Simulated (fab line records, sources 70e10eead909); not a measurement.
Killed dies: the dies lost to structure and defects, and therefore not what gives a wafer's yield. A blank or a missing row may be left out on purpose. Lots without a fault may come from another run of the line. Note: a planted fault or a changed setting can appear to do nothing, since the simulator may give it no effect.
Commonality check across tools | flow nand-harc | 5 lots, 14 wafers sampled

## REASON IT WAS OPENED
Flagged at NHARC_END_SORT_01: reading killed-at-array, on 3 of 5 lots. No-fault wafers: 59, standard deviation 24.
Rule: a lot is flagged when every wafer of it that has a number lies more than 4 standard deviations from that mean, or none has a number. All remaining lots are regarded as sound.

lot  | measured     | on        | killed-at-array, wafer by wafer | flag
L146 | day 29 21:00 | prober-02 | 674 677 671                     | FLAGGED
L148 | day 30 12:39 | prober-01 | 672 672 668                     | FLAGGED
L147 | day 30 12:40 | prober-02 | 676 676 675                     | FLAGGED
L153 | day 33 06:24 | prober-02 | 67 76 57                        |
L152 | day 33 16:38 | prober-02 | 44 48                           |
Average over the flagged lots: 673; offset from the usual +614, equal to +26 standard deviations.

## TOOL THAT RAN EACH LOT
The record holds 5 process steps before the reading, out of a route of 1302 steps. Read each cell as the tool, then ch plus the chambers that the sampled wafers visited, then the start.
lot  | flag    | NHARC_A_WL_FILL_ETCHBACK_04       | NHARC_A_WL_FILL_ALD_19              | NHARC_A_WL_FILL_CVD_20        | NHARC_A_WL_FILL_CMP_12        | NHARC_A_CONTACT_DEP_24
L146 | FLAGGED | rie-metal-01 ch 0,1, day 26 00:32 | ald-metal-03 ch 1,2,3, day 26 18:20 | cvd-w-01 ch 0,1, day 26 18:31 | cmp-01 ch 1,2, day 26 18:43   | no row
L148 | FLAGGED | rie-metal-03 ch 0,1, day 26 11:59 | ald-metal-03 ch 0,1,2, day 27 04:05 | cvd-w-01 ch 0,1, day 27 04:14 | cmp-04 ch 0,1,3, day 27 04:28 | no row
L147 | FLAGGED | rie-metal-03 ch 0, day 26 15:49   | ald-metal-02 ch 1,2, day 27 08:01   | cvd-w-01 ch 0,1, day 27 08:13 | cmp-04 ch 1,2,3, day 27 08:26 | no row
L153 |         | rie-metal-02 ch 0,1, day 28 20:58 | ald-metal-02 ch 1,2,3, day 29 13:00 | cvd-w-02 ch 0,1, day 29 13:11 | cmp-02 ch 0,3, day 29 13:22   | pecvd-03 ch 0,1,2, day 29 13:59
L152 |         | rie-metal-03 ch 1, day 28 20:53   | ald-metal-03 ch 0,1,3, day 29 12:59 | cvd-w-01 ch 0,1, day 29 13:10 | cmp-04 ch 0,1,3, day 29 13:21 | pecvd-04 ch 0,1,2, day 29 13:52
What these steps do:
- NHARC_A_WL_FILL_ETCHBACK_04: etches the open film in NF3, target depth 60 nm, time 120 s.
- NHARC_A_WL_FILL_ALD_19: deposits TiN, target thk 2 nm, pulse time 3 s, ald cycles 100.
- NHARC_A_WL_FILL_CVD_20: deposits W, target thk 100 nm, time 74 s.
- NHARC_A_WL_FILL_CMP_12: polishes, t overpolish 30 s, target thk 100 nm.
- NHARC_A_CONTACT_DEP_24: deposits SiO2, target thk 500 nm.
- NHARC_END_SORT_01

## FLAGGED AGAINST TOTAL, ONE TOOL AT A TIME (gauges that did the reading follow at the end)
step                        | tool         | lots run | flagged | share of the flagged lots | sound lots run after its first flagged lot
NHARC_A_WL_FILL_ETCHBACK_04 | rie-metal-01 | 1        | 1       | some                      | 0
NHARC_A_WL_FILL_ETCHBACK_04 | rie-metal-02 | 1        | 0       | none                      | -
NHARC_A_WL_FILL_ETCHBACK_04 | rie-metal-03 | 3        | 2       | some                      | 1 (L152)
NHARC_A_WL_FILL_ALD_19      | ald-metal-02 | 2        | 1       | some                      | 1 (L153)
NHARC_A_WL_FILL_ALD_19      | ald-metal-03 | 3        | 2       | some                      | 1 (L152)
NHARC_A_WL_FILL_CVD_20      | cvd-w-01     | 4        | 3       | all                       | 1 (L152)
NHARC_A_WL_FILL_CVD_20      | cvd-w-02     | 1        | 0       | none                      | -
NHARC_A_WL_FILL_CMP_12      | cmp-01       | 1        | 1       | some                      | 0
NHARC_A_WL_FILL_CMP_12      | cmp-02       | 1        | 0       | none                      | -
NHARC_A_WL_FILL_CMP_12      | cmp-04       | 3        | 2       | some                      | 1 (L152)
NHARC_A_CONTACT_DEP_24      | pecvd-03     | 1        | 0       | none                      | -
NHARC_A_CONTACT_DEP_24      | pecvd-04     | 1        | 0       | none                      | -
NHARC_END_SORT_01           | prober-01    | 1        | 1       | some                      | 0
NHARC_END_SORT_01           | prober-02    | 4        | 2       | some                      | 2 (L153,L152)

## WHAT IS ALLOWED BY THE TABLE
All flagged lots share 1 row of the table, namely cvd-w-01 at NHARC_A_WL_FILL_CVD_20.
- cvd-w-01 at NHARC_A_WL_FILL_CVD_20 ran 4 lots, 3 of them flagged. After the first flagged lot (L152), sound lots still ran on it; a lasting fault on the whole tool would not permit that. On the flagged lots its readings are blank where sound lots have values: chamber-pressure-Torr, heater-power-outer-w, heater-power-w, throttle-valve-pct.
There is no row in the table that ran each flagged lot and no sound lot after the first.

## WHAT THE SIMULATOR HAD PUT IN
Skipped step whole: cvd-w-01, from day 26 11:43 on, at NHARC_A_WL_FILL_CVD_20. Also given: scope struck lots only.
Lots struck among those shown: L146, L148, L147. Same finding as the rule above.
